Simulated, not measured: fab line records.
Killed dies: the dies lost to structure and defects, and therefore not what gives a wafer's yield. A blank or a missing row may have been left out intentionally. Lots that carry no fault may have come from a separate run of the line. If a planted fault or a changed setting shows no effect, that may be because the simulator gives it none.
fab line records / flow n5-finfet / part 2 of 2: steps 26 to 33 of 33
[record] lots = 5 wafers = 15 last-day = 18
route steps=1938 shown MOL_CONTACT_COAG@621 BEOL_M0_SAQP@632
lots with no fault: from the same line, run without faults
start-h: start of the lot's first displayed wafer, in hours after the record's first day / wait-h: hours from the lot's prior step to this one / " unchanged from the row above / L1.1+2: one row covering several wafers at once / - value missing, or start not given / * or withheld: withheld / < > ~ a bound
route shown NAME@n: NAME is a module with steps in the file, n the number in the route of the first one / usual: average and standard deviation across the fault-free wafers / same: alike in all rows / chamber/n: place in a boat / sites: per-site readings / _std_site: standard deviation across them / _edge_site: outer sites' mean less inner sites' / radius-mm: for every site, how far away it sits from the centre of the wafer / mask NAME#n: copy n / behind: the tool/chamber that last shaped the wafer / hold: why the lot was held/for how many hours/how that ended / device: transistor that didn't switch, given as n, p or np / end of line: tests run on the same wafers once the route is complete / step lacking rows: just its recipe / killed: dies lost to structure and defects at the first sort, not the wafer's yield / map: dies across one wafer; x = killed, . = not, _ = none there
set.NAME: the setting that was run; set.NAME@STEP: the one run at that earlier step / model.NAME: the simulator's own value behind a step, which no gauge read
lots seen at some steps along the route; tables by step, rows by wafer
services: the hour from which a tool's chamber was out of use, counted from the record's first day as start-h (under 0 if before that day), plus the number of hours and why
[[steps]]
[step N5_BEOL_M0_SAQP_PEB_12]
[recipe] peb-temp-c = withheld peb-time-s = 60 resist = CAR-ArF
lot.wafer=L079.1+2+5 tool=litho-track-05 chamber=0 start-h=137.37 wait-h=0.1
lot.wafer=L084.1+3+5 tool=litho-track-03 chamber=0 start-h=172.89 wait-h=0.1
lot.wafer=L088.2+3+5 tool=litho-track-03 chamber=0 start-h=217.58 wait-h=0.0
lot.wafer=L094.1+4+5 tool=litho-track-02 chamber=0 start-h=247.47 wait-h=0.1
lot.wafer=L092.1+2+3 tool=litho-track-03 chamber=0 start-h=248.95 wait-h=0.1
[step N5_BEOL_M0_SAQP_DEVELOP_13]
[recipe] develop-time-s = 30 developer = TMAH resist = CAR-ArF dev-temp-c = 23 rinse-liquid = diw dry = air-spin
lot.wafer=L079.1+2+5 tool=litho-track-05 chamber=0 start-h=- wait-h=-
lot.wafer=L084.1+3+5 tool=litho-track-03 chamber=0 start-h=- wait-h=-
lot.wafer=L088.2+3+5 tool=litho-track-03 chamber=0 start-h=- wait-h=-
lot.wafer=L094.1+4+5 tool=litho-track-02 chamber=0 start-h=- wait-h=-
lot.wafer=L092.1+2+3 tool=litho-track-03 chamber=0 start-h=- wait-h=-
[step N5_BEOL_M0_SAQP_CD_MEAS_14]
[recipe] target-cd-nm = 42.5 landing-energy-ev = 500 detector = se-inlens
[usual] cd-nm = 42.3/0.31
lot.wafer=L079.1 tool=cd-sem-02 chamber=0 start-h=137.44 wait-h=- cd-nm=42.4
lot.wafer=L079.2 tool=cd-sem-02 chamber=0 start-h=137.44 wait-h=- cd-nm=41.8
lot.wafer=L079.5 tool=cd-sem-02 chamber=0 start-h=137.44 wait-h=- cd-nm=42.3
lot.wafer=L084.1 tool=cd-sem-02 chamber=0 start-h=172.96 wait-h=- cd-nm=42.0
lot.wafer=L084.3 tool=cd-sem-02 chamber=0 start-h=172.96 wait-h=- cd-nm=41.8
lot.wafer=L084.5 tool=cd-sem-02 chamber=0 start-h=172.96 wait-h=- cd-nm=42.0
lot.wafer=L088.2 tool=cd-sem-03 chamber=0 start-h=217.65 wait-h=- cd-nm=42.5
lot.wafer=L088.3 tool=cd-sem-03 chamber=0 start-h=217.65 wait-h=- cd-nm=41.9
lot.wafer=L088.5 tool=cd-sem-03 chamber=0 start-h=217.65 wait-h=- cd-nm=41.9
lot.wafer=L094.1 tool=cd-sem-02 chamber=0 start-h=247.54 wait-h=- cd-nm=42.4
lot.wafer=L094.4 tool=cd-sem-02 chamber=0 start-h=247.54 wait-h=- cd-nm=42.2
lot.wafer=L094.5 tool=cd-sem-02 chamber=0 start-h=247.54 wait-h=- cd-nm=42.3
lot.wafer=L092.1 tool=cd-sem-03 chamber=0 start-h=249.01 wait-h=- cd-nm=42.9
lot.wafer=L092.2 tool=cd-sem-03 chamber=0 start-h=249.01 wait-h=- cd-nm=42.5
lot.wafer=L092.3 tool=cd-sem-03 chamber=0 start-h=249.01 wait-h=- cd-nm=42.7
[step N5_BEOL_M0_SAQP_OVL_MEAS_15]
[recipe] points-per-wafer = 44
[usual] M0_CORE_OVL = 0.3/0.98
lot.wafer=L079.1 tool=overlay-02 chamber=0 start-h=137.47 wait-h=0.0 M0_CORE_OVL[nm]=1.7
lot.wafer=L079.2 tool=overlay-02 chamber=0 start-h=137.47 wait-h=0.0 M0_CORE_OVL[nm]=0.2
lot.wafer=L079.5 tool=overlay-02 chamber=0 start-h=137.47 wait-h=0.0 M0_CORE_OVL[nm]=1.9
lot.wafer=L084.1 tool=overlay-01 chamber=0 start-h=172.99 wait-h=0.0 M0_CORE_OVL[nm]=0.4
lot.wafer=L084.3 tool=overlay-01 chamber=0 start-h=172.99 wait-h=0.0 M0_CORE_OVL[nm]=0.1
lot.wafer=L084.5 tool=overlay-01 chamber=0 start-h=172.99 wait-h=0.0 M0_CORE_OVL[nm]=-0.3
lot.wafer=L088.2 tool=overlay-01 chamber=0 start-h=217.68 wait-h=0.0 M0_CORE_OVL[nm]=0.6
lot.wafer=L088.3 tool=overlay-01 chamber=0 start-h=217.68 wait-h=0.0 M0_CORE_OVL[nm]=1.7
lot.wafer=L088.5 tool=overlay-01 chamber=0 start-h=217.68 wait-h=0.0 M0_CORE_OVL[nm]=1.2
lot.wafer=L094.1 tool=overlay-02 chamber=0 start-h=247.57 wait-h=0.0 M0_CORE_OVL[nm]=1.3
lot.wafer=L094.4 tool=overlay-02 chamber=0 start-h=247.57 wait-h=0.0 M0_CORE_OVL[nm]=0.9
lot.wafer=L094.5 tool=overlay-02 chamber=0 start-h=247.57 wait-h=0.0 M0_CORE_OVL[nm]=1.6
lot.wafer=L092.1 tool=overlay-02 chamber=0 start-h=249.04 wait-h=0.0 M0_CORE_OVL[nm]=-0.1
lot.wafer=L092.2 tool=overlay-02 chamber=0 start-h=249.04 wait-h=0.0 M0_CORE_OVL[nm]=1.3
lot.wafer=L092.3 tool=overlay-02 chamber=0 start-h=249.04 wait-h=0.0 M0_CORE_OVL[nm]=-0.5
[step N5_BEOL_M0_SAQP_INSPECT_16]
[recipe] mode = adi inspect-instrument = brightfield
[usual] raw-defect-count = 516/130
lot.wafer=L079.1 tool=defect-inspect-02 chamber=- start-h=137.49 wait-h=0.0 raw-defect-count=364
lot.wafer=L079.2 tool=defect-inspect-02 chamber=- start-h=137.49 wait-h=0.0 raw-defect-count=512
lot.wafer=L079.5 tool=defect-inspect-02 chamber=- start-h=137.49 wait-h=0.0 raw-defect-count=450
lot.wafer=L084.1 tool=defect-inspect-02 chamber=- start-h=173.01 wait-h=0.0 raw-defect-count=603
lot.wafer=L084.3 tool=defect-inspect-02 chamber=- start-h=173.01 wait-h=0.0 raw-defect-count=381
lot.wafer=L084.5 tool=defect-inspect-02 chamber=- start-h=173.01 wait-h=0.0 raw-defect-count=566
lot.wafer=L088.2 tool=defect-inspect-01 chamber=- start-h=217.71 wait-h=0.0 raw-defect-count=413
lot.wafer=L088.3 tool=defect-inspect-01 chamber=- start-h=217.71 wait-h=0.0 raw-defect-count=313
lot.wafer=L088.5 tool=defect-inspect-01 chamber=- start-h=217.71 wait-h=0.0 raw-defect-count=368
lot.wafer=L094.1 tool=defect-inspect-02 chamber=- start-h=247.59 wait-h=0.0 raw-defect-count=583
lot.wafer=L094.4 tool=defect-inspect-02 chamber=- start-h=247.59 wait-h=0.0 raw-defect-count=476
lot.wafer=L094.5 tool=defect-inspect-02 chamber=- start-h=247.59 wait-h=0.0 raw-defect-count=378
lot.wafer=L092.1 tool=defect-inspect-02 chamber=- start-h=249.07 wait-h=0.0 raw-defect-count=402
lot.wafer=L092.2 tool=defect-inspect-02 chamber=- start-h=249.07 wait-h=0.0 raw-defect-count=554
lot.wafer=L092.3 tool=defect-inspect-02 chamber=- start-h=249.07 wait-h=0.0 raw-defect-count=489
[step N5_BEOL_M0_SAQP_DESCUM_19]
[recipe] chemistry = O2 time-s = 7.9 source-power-w = 50 bias-power-w = 20 pressure-mtorr = 20 rf-frequency-hz = 2.712e+07 temp-c = 40 resist = CAR-ArF o2-flow-sccm = 225
[usual] bias-power-w = 20.00/0.061 drypump-motor-current-A = 5.9/0.49 oes-product-au = 0.81/0.099 rf-vpp-V = 243.0/1.5 showerhead-plenum-p-Torr = 2.08/0.073 throttle-valve-pct = 20.35/0.28
lot.wafer=L079.1 tool=rie-diel-02 chamber=2 start-h=137.52 wait-h=0.0 bias-power-w=20.06 drypump-motor-current-A=6.4 oes-product-au=0.68 rf-hours-counter-h=245 rf-vpp-V=242.6 showerhead-plenum-p-Torr=2.04 throttle-valve-pct=20.69
lot.wafer=L079.2 tool=rie-diel-02 chamber=3 start-h=137.52 wait-h=0.0 bias-power-w=20.00 drypump-motor-current-A=6.2 oes-product-au=0.70 rf-hours-counter-h=208 rf-vpp-V=240.7 showerhead-plenum-p-Torr=1.99 throttle-valve-pct=20.55
lot.wafer=L079.5 tool=rie-diel-02 chamber=1 start-h=137.52 wait-h=0.0 bias-power-w=19.88 drypump-motor-current-A=5.2 oes-product-au=0.71 rf-hours-counter-h=- rf-vpp-V=241.2 showerhead-plenum-p-Torr=1.99 throttle-valve-pct=20.75
lot.wafer=L084.1 tool=rie-diel-02 chamber=0 start-h=173.05 wait-h=0.0 bias-power-w=20.06 drypump-motor-current-A=5.6 oes-product-au=0.95 rf-hours-counter-h=13 rf-vpp-V=243.2 showerhead-plenum-p-Torr=2.05 throttle-valve-pct=20.20
lot.wafer=L084.3 tool=rie-diel-02 chamber=3 start-h=173.05 wait-h=0.0 bias-power-w=19.98 drypump-motor-current-A=6.2 oes-product-au=0.69 rf-hours-counter-h=217 rf-vpp-V=241.0 showerhead-plenum-p-Torr=1.99 throttle-valve-pct=20.56
lot.wafer=L084.5 tool=rie-diel-02 chamber=1 start-h=173.05 wait-h=0.0 bias-power-w=20.04 drypump-motor-current-A=5.2 oes-product-au=0.71 rf-hours-counter-h=- rf-vpp-V=240.7 showerhead-plenum-p-Torr=1.98 throttle-valve-pct=20.77
lot.wafer=L088.2 tool=rie-diel-03 chamber=0 start-h=217.85 wait-h=0.1 bias-power-w=20.08 drypump-motor-current-A=4.9 oes-product-au=0.77 rf-hours-counter-h=148 rf-vpp-V=243.2 showerhead-plenum-p-Torr=2.09 throttle-valve-pct=20.16
lot.wafer=L088.3 tool=rie-diel-03 chamber=2 start-h=217.85 wait-h=0.1 bias-power-w=20.04 drypump-motor-current-A=5.8 oes-product-au=0.74 rf-hours-counter-h=152 rf-vpp-V=241.7 showerhead-plenum-p-Torr=2.10 throttle-valve-pct=20.27
lot.wafer=L088.5 tool=rie-diel-03 chamber=0 start-h=217.85 wait-h=0.1 bias-power-w=20.03 drypump-motor-current-A=4.9 oes-product-au=0.77 rf-hours-counter-h=- rf-vpp-V=243.6 showerhead-plenum-p-Torr=2.10 throttle-valve-pct=20.16
lot.wafer=L094.1 tool=rie-diel-02 chamber=2 start-h=247.67 wait-h=0.1 bias-power-w=20.00 drypump-motor-current-A=6.4 oes-product-au=0.93 rf-hours-counter-h=16 rf-vpp-V=243.1 showerhead-plenum-p-Torr=2.04 throttle-valve-pct=20.36
lot.wafer=L094.4 tool=rie-diel-02 chamber=3 start-h=247.67 wait-h=0.1 bias-power-w=19.88 drypump-motor-current-A=6.2 oes-product-au=0.67 rf-hours-counter-h=234 rf-vpp-V=240.3 showerhead-plenum-p-Torr=1.98 throttle-valve-pct=20.61
lot.wafer=L094.5 tool=rie-diel-02 chamber=3 start-h=247.67 wait-h=0.1 bias-power-w=20.00 drypump-motor-current-A=6.2 oes-product-au=0.67 rf-hours-counter-h=- rf-vpp-V=241.8 showerhead-plenum-p-Torr=1.98 throttle-valve-pct=20.59
lot.wafer=L092.1 tool=rie-diel-01 chamber=1 start-h=249.10 wait-h=0.0 bias-power-w=19.96 drypump-motor-current-A=5.8 oes-product-au=0.87 rf-hours-counter-h=58 rf-vpp-V=244.2 showerhead-plenum-p-Torr=2.22 throttle-valve-pct=19.99
lot.wafer=L092.2 tool=rie-diel-01 chamber=0 start-h=249.10 wait-h=0.0 bias-power-w=20.09 drypump-motor-current-A=6.4 oes-product-au=0.80 rf-hours-counter-h=126 rf-vpp-V=242.0 showerhead-plenum-p-Torr=2.09 throttle-valve-pct=20.09
lot.wafer=L092.3 tool=rie-diel-01 chamber=2 start-h=249.10 wait-h=0.0 bias-power-w=19.99 drypump-motor-current-A=5.7 oes-product-au=0.83 rf-hours-counter-h=64 rf-vpp-V=242.2 showerhead-plenum-p-Torr=2.11 throttle-valve-pct=20.28
[step N5_BEOL_M0_SAQP_ETCH_83]
[recipe] chemistry = CF4 target = SiARC target-depth-a = 390 mask-material = CAR-ArF time-s = 65 ion-energy-ev = 80 pressure-mtorr = 40 source-w = 545 bias-w = 36 Ar_flow_sccm = 100 cf4-flow-sccm = 100 ends = cleared
[usual] drypump-motor-current-A = 5.8/0.49 etch-rf-on-time-s = 64.5/1.6 mfc-ar-sccm = 99.96/0.27 oes-product-au = 0.69/0.086 rf-vpp-V = 184.0/1.2 showerhead-plenum-p-Torr = 2.13/0.068 throttle-valve-pct = 15.5/0.31
lot.wafer=L079.1 tool=rie-diel-02 chamber=2 start-h=137.56 wait-h=0.0 drypump-motor-current-A=6.4 etch-rf-on-time-s=68.3 mfc-ar-sccm=99.89 oes-product-au=0.58 rf-hours-counter-h=245 rf-vpp-V=183.0 showerhead-plenum-p-Torr=2.11 throttle-valve-pct=16.0
lot.wafer=L079.2 tool=rie-diel-02 chamber=3 start-h=137.56 wait-h=0.0 drypump-motor-current-A=6.2 etch-rf-on-time-s=66.4 mfc-ar-sccm=99.94 oes-product-au=0.59 rf-hours-counter-h=208 rf-vpp-V=182.4 showerhead-plenum-p-Torr=2.05 throttle-valve-pct=15.7
lot.wafer=L079.5 tool=rie-diel-02 chamber=1 start-h=137.56 wait-h=0.0 drypump-motor-current-A=5.2 etch-rf-on-time-s=66.1 mfc-ar-sccm=100.53 oes-product-au=0.60 rf-hours-counter-h=- rf-vpp-V=181.8 showerhead-plenum-p-Torr=2.05 throttle-valve-pct=15.9
lot.wafer=L084.1 tool=rie-diel-02 chamber=0 start-h=173.08 wait-h=0.0 drypump-motor-current-A=5.6 etch-rf-on-time-s=62.9 mfc-ar-sccm=100.70 oes-product-au=0.80 rf-hours-counter-h=13 rf-vpp-V=183.7 showerhead-plenum-p-Torr=2.09 throttle-valve-pct=15.3
lot.wafer=L084.3 tool=rie-diel-02 chamber=3 start-h=173.08 wait-h=0.0 drypump-motor-current-A=6.2 etch-rf-on-time-s=65.8 mfc-ar-sccm=99.89 oes-product-au=0.59 rf-hours-counter-h=217 rf-vpp-V=182.5 showerhead-plenum-p-Torr=2.04 throttle-valve-pct=15.7
lot.wafer=L084.5 tool=rie-diel-02 chamber=1 start-h=173.08 wait-h=0.0 drypump-motor-current-A=5.2 etch-rf-on-time-s=65.4 mfc-ar-sccm=100.08 oes-product-au=0.60 rf-hours-counter-h=- rf-vpp-V=182.7 showerhead-plenum-p-Torr=2.04 throttle-valve-pct=16.0
lot.wafer=L088.2 tool=rie-diel-03 chamber=0 start-h=217.89 wait-h=0.0 drypump-motor-current-A=4.9 etch-rf-on-time-s=66.3 mfc-ar-sccm=99.85 oes-product-au=0.65 rf-hours-counter-h=148 rf-vpp-V=183.7 showerhead-plenum-p-Torr=2.15 throttle-valve-pct=15.4
lot.wafer=L088.3 tool=rie-diel-03 chamber=2 start-h=217.89 wait-h=0.0 drypump-motor-current-A=5.8 etch-rf-on-time-s=64.5 mfc-ar-sccm=100.07 oes-product-au=0.63 rf-hours-counter-h=152 rf-vpp-V=183.2 showerhead-plenum-p-Torr=2.15 throttle-valve-pct=15.5
lot.wafer=L088.5 tool=rie-diel-03 chamber=0 start-h=217.89 wait-h=0.0 drypump-motor-current-A=4.9 etch-rf-on-time-s=66.2 mfc-ar-sccm=99.54 oes-product-au=0.65 rf-hours-counter-h=- rf-vpp-V=183.7 showerhead-plenum-p-Torr=2.15 throttle-valve-pct=15.4
lot.wafer=L094.1 tool=rie-diel-02 chamber=2 start-h=247.71 wait-h=0.0 drypump-motor-current-A=6.4 etch-rf-on-time-s=64.4 mfc-ar-sccm=99.88 oes-product-au=0.79 rf-hours-counter-h=16 rf-vpp-V=181.1 showerhead-plenum-p-Torr=2.10 throttle-valve-pct=15.6
lot.wafer=L094.4 tool=rie-diel-02 chamber=3 start-h=247.71 wait-h=0.0 drypump-motor-current-A=6.2 etch-rf-on-time-s=66.2 mfc-ar-sccm=99.48 oes-product-au=0.58 rf-hours-counter-h=234 rf-vpp-V=181.8 showerhead-plenum-p-Torr=2.04 throttle-valve-pct=15.8
lot.wafer=L094.5 tool=rie-diel-02 chamber=3 start-h=247.71 wait-h=0.0 drypump-motor-current-A=6.2 etch-rf-on-time-s=66.5 mfc-ar-sccm=99.82 oes-product-au=0.57 rf-hours-counter-h=- rf-vpp-V=182.6 showerhead-plenum-p-Torr=2.04 throttle-valve-pct=15.8
lot.wafer=L092.1 tool=rie-diel-01 chamber=1 start-h=249.14 wait-h=0.0 drypump-motor-current-A=5.7 etch-rf-on-time-s=61.8 mfc-ar-sccm=100.16 oes-product-au=0.75 rf-hours-counter-h=58 rf-vpp-V=185.5 showerhead-plenum-p-Torr=2.26 throttle-valve-pct=15.1
lot.wafer=L092.2 tool=rie-diel-01 chamber=0 start-h=249.14 wait-h=0.0 drypump-motor-current-A=6.5 etch-rf-on-time-s=64.7 mfc-ar-sccm=100.14 oes-product-au=0.68 rf-hours-counter-h=126 rf-vpp-V=184.4 showerhead-plenum-p-Torr=2.15 throttle-valve-pct=15.4
lot.wafer=L092.3 tool=rie-diel-01 chamber=2 start-h=249.14 wait-h=0.0 drypump-motor-current-A=5.7 etch-rf-on-time-s=64.4 mfc-ar-sccm=99.87 oes-product-au=0.70 rf-hours-counter-h=64 rf-vpp-V=184.6 showerhead-plenum-p-Torr=2.17 throttle-valve-pct=15.5
[step N5_BEOL_M0_SAQP_ETCH_84]
[recipe] chemistry = N2/H2 target = SOC target-depth-a = 1000 overetch-a = 200 mask-material = SiARC temp-c = 40 time-s = 150 ion-energy-ev = 200 pressure-mtorr = 30 source-w = 840 bias-w = 150 n2-flow-sccm = 200 h2-flow-sccm = 200
[usual] drypump-motor-current-A = 5.9/0.49 oes-product-au = 0.72/0.081 rf-vpp-V = 523.5/2.6 showerhead-plenum-p-Torr = 2.53/0.088 throttle-valve-pct = 17.8/0.31
lot.wafer=L079.1 tool=rie-diel-02 chamber=2 start-h=137.61 wait-h=0.0 drypump-motor-current-A=6.5 oes-product-au=0.63 rf-hours-counter-h=246 rf-vpp-V=521.7 showerhead-plenum-p-Torr=2.50 throttle-valve-pct=18.1
lot.wafer=L079.2 tool=rie-diel-02 chamber=3 start-h=137.61 wait-h=0.0 drypump-motor-current-A=6.2 oes-product-au=0.62 rf-hours-counter-h=208 rf-vpp-V=520.0 showerhead-plenum-p-Torr=2.43 throttle-valve-pct=18.1
lot.wafer=L079.5 tool=rie-diel-02 chamber=1 start-h=137.61 wait-h=0.0 drypump-motor-current-A=5.2 oes-product-au=0.64 rf-hours-counter-h=- rf-vpp-V=520.6 showerhead-plenum-p-Torr=2.42 throttle-valve-pct=18.1
lot.wafer=L084.1 tool=rie-diel-02 chamber=0 start-h=173.13 wait-h=0.0 drypump-motor-current-A=5.6 oes-product-au=0.83 rf-hours-counter-h=13 rf-vpp-V=521.7 showerhead-plenum-p-Torr=2.49 throttle-valve-pct=17.6
lot.wafer=L084.3 tool=rie-diel-02 chamber=3 start-h=173.13 wait-h=0.0 drypump-motor-current-A=6.2 oes-product-au=0.62 rf-hours-counter-h=217 rf-vpp-V=518.5 showerhead-plenum-p-Torr=2.42 throttle-valve-pct=18.1
lot.wafer=L084.5 tool=rie-diel-02 chamber=1 start-h=173.13 wait-h=0.0 drypump-motor-current-A=5.2 oes-product-au=0.64 rf-hours-counter-h=- rf-vpp-V=520.7 showerhead-plenum-p-Torr=2.41 throttle-valve-pct=18.2
lot.wafer=L088.2 tool=rie-diel-03 chamber=0 start-h=217.94 wait-h=0.0 drypump-motor-current-A=4.9 oes-product-au=0.70 rf-hours-counter-h=149 rf-vpp-V=523.3 showerhead-plenum-p-Torr=2.54 throttle-valve-pct=17.6
lot.wafer=L088.3 tool=rie-diel-03 chamber=2 start-h=217.94 wait-h=0.0 drypump-motor-current-A=5.8 oes-product-au=0.65 rf-hours-counter-h=152 rf-vpp-V=522.8 showerhead-plenum-p-Torr=2.55 throttle-valve-pct=17.7
lot.wafer=L088.5 tool=rie-diel-03 chamber=0 start-h=217.94 wait-h=0.0 drypump-motor-current-A=4.9 oes-product-au=0.69 rf-hours-counter-h=- rf-vpp-V=523.5 showerhead-plenum-p-Torr=2.54 throttle-valve-pct=17.6
lot.wafer=L094.1 tool=rie-diel-02 chamber=2 start-h=247.76 wait-h=0.0 drypump-motor-current-A=6.5 oes-product-au=0.82 rf-hours-counter-h=16 rf-vpp-V=522.0 showerhead-plenum-p-Torr=2.49 throttle-valve-pct=17.8
lot.wafer=L094.4 tool=rie-diel-02 chamber=3 start-h=247.76 wait-h=0.0 drypump-motor-current-A=6.2 oes-product-au=0.61 rf-hours-counter-h=234 rf-vpp-V=520.7 showerhead-plenum-p-Torr=2.41 throttle-valve-pct=18.1
lot.wafer=L094.5 tool=rie-diel-02 chamber=3 start-h=247.76 wait-h=0.0 drypump-motor-current-A=6.2 oes-product-au=0.62 rf-hours-counter-h=- rf-vpp-V=520.2 showerhead-plenum-p-Torr=2.42 throttle-valve-pct=18.1
lot.wafer=L092.1 tool=rie-diel-01 chamber=1 start-h=249.19 wait-h=0.0 drypump-motor-current-A=5.8 oes-product-au=0.76 rf-hours-counter-h=58 rf-vpp-V=528.5 showerhead-plenum-p-Torr=2.69 throttle-valve-pct=17.4
lot.wafer=L092.2 tool=rie-diel-01 chamber=0 start-h=249.19 wait-h=0.0 drypump-motor-current-A=6.4 oes-product-au=0.72 rf-hours-counter-h=126 rf-vpp-V=524.0 showerhead-plenum-p-Torr=2.55 throttle-valve-pct=17.6
lot.wafer=L092.3 tool=rie-diel-01 chamber=2 start-h=249.19 wait-h=0.0 drypump-motor-current-A=5.7 oes-product-au=0.73 rf-hours-counter-h=64 rf-vpp-V=525.2 showerhead-plenum-p-Torr=2.60 throttle-valve-pct=17.8
[[services]]
tool=cvd-w-02 chamber=- start-h=115.56 hours=0.7 kind=repair
tool=cmp-04 chamber=- start-h=121.77 hours=4.0 kind=pm
tool=cvd-w-02 chamber=0 start-h=123.43 hours=7.9 kind=repair
tool=arfi-scanner-01 chamber=- start-h=124.20 hours=1.0 kind=pm
tool=pecvd-02 chamber=- start-h=127.83 hours=1.1 kind=repair
tool=arfi-scanner-03 chamber=- start-h=135.80 hours=1.0 kind=pm
tool=arfi-scanner-03 chamber=- start-h=140.06 hours=0.8 kind=pm
tool=cvd-w-01 chamber=- start-h=142.48 hours=6.0 kind=pm
tool=cvd-w-01 chamber=- start-h=152.24 hours=0.8 kind=repair
tool=cmp-04 chamber=- start-h=152.37 hours=1.0 kind=repair
tool=pecvd-02 chamber=- start-h=157.55 hours=0.9 kind=repair
tool=arfi-scanner-01 chamber=- start-h=158.49 hours=0.9 kind=repair
tool=cvd-w-02 chamber=- start-h=161.15 hours=3.8 kind=pm
tool=rie-diel-03 chamber=2 start-h=170.50 hours=10.6 kind=repair
tool=arfi-scanner-01 chamber=- start-h=176.79 hours=1.8 kind=repair
tool=arfi-scanner-03 chamber=- start-h=177.03 hours=1.3 kind=pm
tool=cmp-02 chamber=- start-h=185.74 hours=1.9 kind=repair
tool=rie-diel-02 chamber=- start-h=186.52 hours=0.8 kind=repair
tool=pvd-sputter-02 chamber=- start-h=189.66 hours=6.6 kind=repair
tool=cvd-w-02 chamber=- start-h=203.18 hours=0.7 kind=repair
tool=rie-diel-01 chamber=3 start-h=216.72 hours=5.4 kind=repair
tool=wet-bench-02 chamber=- start-h=224.31 hours=1.4 kind=repair
tool=rie-diel-02 chamber=- start-h=226.79 hours=14.6 kind=pm
tool=pecvd-01 chamber=1 start-h=231.76 hours=22.7 kind=repair
